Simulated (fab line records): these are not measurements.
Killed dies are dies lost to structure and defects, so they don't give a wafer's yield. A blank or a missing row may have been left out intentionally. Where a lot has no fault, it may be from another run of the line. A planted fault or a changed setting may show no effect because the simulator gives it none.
A lot that was struck, set against a sound lot	flow nandHarc	15 steps out of a route of 1159
Sound: wafers L566.1, L566.3, L566.5. Struck: wafer L579.2. (L579.3, L579.5 of the same lot were not struck and are left out.) The cause comes at the end.
Per side, at each step with rows, come the tool, then ch with its chambers, and then its first start. Under that, the readings that differ: sound wafers	struck wafers	difference of the means	sigmas: that difference in standard deviations of wafers without a fault.
alike: readings with means less than 2 such deviations apart, plus words and numbers identical on both sides. not compared: withheld readings, readings lacking a value on some wafer, bounds such as >300 that could conceal the same value, and numbers that have no deviation in the record and whose values overlap.
A row with sigmas, a row that says differs or no value, or rows on one side alone: a step with any of these is where the two part. Numbers that don't overlap but have no deviation are shown without sigmas and don't part them. A reading missing from all wafers of one side parts the sides only when that side holds two or more wafers.

NHARC_A_CHANNEL_HOLE_D1_XSEM_31:
  sound on xsem-02 ch 0, day 8 10:23; struck on xsem-01 ch 0, day 11 17:25
  alike: botCdNm, bowNm, tiltDeg
NHARC_A_CHANNEL_HOLE_D1_INSPECT_40:
  sound on defectInspect-01 at day 8 10:29; struck on defectInspect-01 at day 11 17:31
  alike: rawDefectCount
then, 3 steps without rows for these wafers: NHARC_A_CHANNEL_FILL_D1_PRECLEAN_00 (cleans in SC1); NHARC_A_CHANNEL_FILL_D1_SRD_01; NHARC_A_CHANNEL_FILL_D1_ALD_02 (deposits SiO2, target thk 6 nm, pulse time 10 s, ald cycles 60).
NHARC_A_CHANNEL_FILL_D1_ALD_03: deposits SiNx, target thk 6 nm, pulse time 60 s, ald cycles 58.
  sound: aldSinBatch-03 ch 0; struck: aldSinBatch-01 ch 0
  alike: precursorPulseHeightRel
NHARC_A_CHANNEL_FILL_D1_ALD_14: deposits SiO2, target thk 2.5 nm, pulse time 10 s, ald cycles 25.
  sound on aldHk-02 ch 0,1,3, day 8 16:02; struck on aldHk-02 ch 3, day 12 03:00
  alike: heaterPowerW, precursorPulseHeightRel
NHARC_A_CHANNEL_FILL_D1_ALD_15: deposits SiNx, target thk 2 nm, pulse time 60 s, ald cycles 19.
  sound: aldSinBatch-01 ch 0; struck: aldSinBatch-01 ch 0
  alike: precursorPulseHeightRel
then, 4 steps without rows for these wafers: NHARC_A_CHANNEL_FILL_D1_ALD_16 (deposits SiO2, target thk 1.5 nm, pulse time 10 s, ald cycles 15); NHARC_A_CHANNEL_FILL_D1_ANNEAL_17 (time 1800 s); NHARC_A_CHANNEL_FILL_D1_CVD_18 (deposits poly-Si, target thk 3 nm); NHARC_A_CHANNEL_FILL_D1_ETCHBACK_19 (etches the open film in HBr/Cl2, target depth 5 nm, time 1.7 s).
NHARC_A_CHANNEL_FILL_D1_ETCHBACK_20: etches the open film in C4F8/O2/Ar, target depth 27 nm, time 13.5 s.
  sound on rieDiel-10 ch 0,2,3, day 9 11:27; struck on rieDiel-10 ch 2, day 12 20:23
reading	sound	struck	difference	sigmas
oesProductAu (a.u.)	0.97 1.02 1.00	0.77	-0.23	-6
  alike: rfVppV
  not compared: rfHoursCounterH
NHARC_A_CHANNEL_FILL_D1_STRIP_28: strips in O2, time 20 s.
  sound on rieDiel-10 ch 0,2,3, day 9 11:32; struck on rieDiel-10 ch 1, day 12 20:29
  alike: drypumpMotorCurrentA, mfcArSccm, oesProductAu, rfVppV, showerheadPlenumPTorr, throttleValvePct
  not compared: rfHoursCounterH
-- record jumps: 10 days between struck wafers' starts before vs after; left off in module A_CHANNEL_FILL_D1, resumes in module END, first step shown is number 1159 of the route --
NHARC_END_SORT_01:
  here the record holds rows for the struck wafers (prober-01 ch 0, day 22 14:34) but none for the sound ones

WHERE THEY PART
Last at NHARC_END_SORT_01 as far as this record goes, first at NHARC_A_CHANNEL_FILL_D1_ETCHBACK_20.

WHY: what the simulator had put in
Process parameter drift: rieDiel-10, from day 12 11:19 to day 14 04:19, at NHARC_A_CHANNEL_FILL_D1_ETCHBACK_20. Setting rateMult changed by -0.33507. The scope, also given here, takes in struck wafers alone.
